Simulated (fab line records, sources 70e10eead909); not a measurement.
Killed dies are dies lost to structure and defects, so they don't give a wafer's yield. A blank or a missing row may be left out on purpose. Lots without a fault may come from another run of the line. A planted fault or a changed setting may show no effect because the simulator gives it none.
A struck lot beside a sound one | flow nand_harc | 14 steps out of a route of 1302
Sound: wafers L506.1, L506.3, L506.5. Struck: wafers L507.2, L507.3, L507.6. The cause comes at the end.
At each step with rows: each side's tool, then ch and its chambers, then its first start. Under that, the readings that differ: sound wafers | struck wafers | difference of the means | sigmas: that difference in standard deviations of wafers without a fault.
alike: readings whose means differ by less than 2 such deviations, and words and numbers that are the same on both sides. not compared: withheld readings, readings that some wafer has no value for, bounds like >300 that may hide the same value, and numbers for which the record gives no deviation and whose values overlap.
The two part at a step that has a row with sigmas, a row that says differs or no value, or rows on one side only. Numbers that don't overlap but have no deviation are shown without sigmas and don't part them. A reading that every wafer of one side lacks parts them only if that side has two wafers or more.

first, 4 steps without rows for these wafers: NHARC_P_CONTACT_EBR_08; NHARC_P_CONTACT_EXPOSE_09 (exposes mask P CA, target cd 90 nm); NHARC_P_CONTACT_PEB_10 (peb time 65 s); NHARC_P_CONTACT_DEVELOP_11 (develop time 35 s).
NHARC_P_CONTACT_CD_MEAS_12: target cd 90 nm.
  sound on cd_sem-02 ch 0, day 8 22:55; struck on cd_sem-02 ch 0, day 9 05:14
  alike: cd_nm
NHARC_P_CONTACT_OVL_MEAS_13:
  sound on overlay-01, day 8 23:00; struck on overlay-02, day 9 05:19
  reading           | sound       | struck         | difference | sigmas
  overlay_x_nm (nm) | 0.3 0.6 0.7 | -2.0 -2.4 -2.3 | -2.8       | -3
  overlay_y_nm (nm) | 3.1 2.1 0.9 | -0.1 -0.3 0.2  | -2.1       | -2
NHARC_P_CONTACT_INSPECT_14:
  sound on defect_inspect-01, day 8 23:02; struck on defect_inspect-02, day 9 05:21
  alike: raw_defect_count
NHARC_P_CONTACT_DESCUM_17: chemistry O2, time 3 s.
  sound on rie_diel-05 ch 1,2, day 8 23:07; struck on rie_diel-09 ch 1,2,3, day 9 05:25
  reading                     | sound       | struck      | difference | sigmas
  drypump_motor_current_A (A) | 5.9 6.5 6.5 | 5.5 5.0 5.2 | -1.1       | -2
  alike: oes_product_au, rf_vpp_V, showerhead_plenum_p_Torr, throttle_valve_pct
  not compared: rf_hours_counter_h
NHARC_P_CONTACT_ETCH_35: etches the open film in CF4, target depth 39 nm, time 65 s.
  sound on rie_diel-05 ch 0,2, day 8 23:12; struck on rie_diel-09 ch 1,2,3, day 9 05:29
  reading    | sound             | struck              | difference | sigmas
  bias_w (W) | 99.14 99.73 99.82 | 100.62 100.47 99.85 | +0.75      | +2
  alike: cf4_flow_sccm, drypump_motor_current_A, oes_product_au, rf_vpp_V, showerhead_plenum_p_Torr, throttle_valve_pct
  not compared: rf_hours_counter_h
NHARC_P_CONTACT_ETCH_36: etches the open film in N2/H2, target depth 260 nm, time 406.25 s.
  sound on rie_diel-05 ch 0,1,2; struck on rie_diel-09 ch 0,2,3
  alike: bias_w, chamber_pressure_mTorr, drypump_motor_current_A, oes_product_au, rf_vpp_V, showerhead_plenum_p_Torr, throttle_valve_pct
  not compared: rf_hours_counter_h
NHARC_P_CONTACT_ETCH_18: etches the open film in C4F8/O2/Ar, target depth 481 nm, time 240.5 s.
  sound on rie_diel-05 ch 1,2; struck on rie_diel-09 ch 0,1,3
  alike: bias_w, chamber_pressure_mTorr, oes_product_au, rf_vpp_V
  not compared: rf_hours_counter_h
then, 1 step without rows for these wafers: NHARC_P_CONTACT_STRIP_37 (strips in C4F8/O2/Ar).
NHARC_P_CONTACT_ETCH_31: etches the open film in CH3F/O2, target depth 30 nm, time 85.7 s.
  sound on rie_diel-05 ch 1,2, day 8 23:59; struck on rie_diel-09 ch 1,2,3, day 9 06:10
  no value came back on the struck wafers for any of 7 readings (bias_w (W), ch3f_flow_sccm (sccm) and others); on the sound wafers bias_w (W) reads 100.1 100.5 99.7
  not compared: rf_hours_counter_h
NHARC_P_CONTACT_CD_MEAS_19:
  sound on cd_sem-02, day 9 00:07; struck on cd_sem-02, day 9 06:17
  alike: cd_nm

WHERE THEY PART
First at NHARC_P_CONTACT_OVL_MEAS_13; last, within this record, at NHARC_P_CONTACT_ETCH_31. Later steps at which nothing parts them and some readings are alike: NHARC_P_CONTACT_CD_MEAS_19.

WHY: what the simulator had put in
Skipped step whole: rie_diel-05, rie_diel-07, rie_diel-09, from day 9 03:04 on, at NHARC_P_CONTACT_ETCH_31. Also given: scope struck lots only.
